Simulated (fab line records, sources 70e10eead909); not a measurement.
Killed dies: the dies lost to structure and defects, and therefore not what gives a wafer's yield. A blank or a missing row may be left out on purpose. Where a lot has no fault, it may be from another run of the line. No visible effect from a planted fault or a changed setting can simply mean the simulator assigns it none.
Chamber matching -- flow nand_harc -- 4 sister chambers for NHARC_A_STAIRCASE_ETCH_253 on rie_diel-07
The step etches the open film in C4F8/O2, target depth 50 nm, time 20.2 s. 4 wafers are shown with their chamber, then 12 later ones without.

## WAFERS WITH THEIR CHAMBER
wafer,chamber,rf_vpp_V (V)
L086.3,0,901
L090.4,2,887
L093.4,1,904
L093.5,3,899

## WAFERS WITHOUT THEIR CHAMBER
wafer,rf_vpp_V (V)
L095.2,900
L095.3,887
L095.6,900
L094.1,898
L094.2,899
L094.4,903
L097.3,899
L097.4,887
L097.6,903
L096.1,904
L096.5,901
L096.6,899

## WHICH CHAMBER EACH WENT THROUGH
wafer,from the rows above,in truth
L095.2,can't be placed: 0 or 3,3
L095.3,2,2
L095.6,can't be placed: 0 or 3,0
L094.1,3,3
L094.2,3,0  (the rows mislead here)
L094.4,can't be placed: 1 or 0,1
L097.3,3,3
L097.4,2,2
L097.6,can't be placed: 1 or 0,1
L096.1,1,1
L096.5,0,0
L096.6,3,3
Placed correctly: 7 of 12. These rows do not allow placing 4 (true chamber among the candidates in 4). Number placed wrongly: 1.
How it was worked out, from the rows above alone: a wafer's distance from a chamber is the root of the sum, over the readings, of the square of ((its reading less the chamber's mean) divided by the reading's scatter). The wafer belongs to the nearest chamber; if the next one is less than 2 further off, it can't be placed. Each chamber's mean is taken over the wafers shown for it. The scatter (one wafer shown for each chamber): square how far every hidden wafer sits from the nearest shown wafer, average those squares and take the square root.
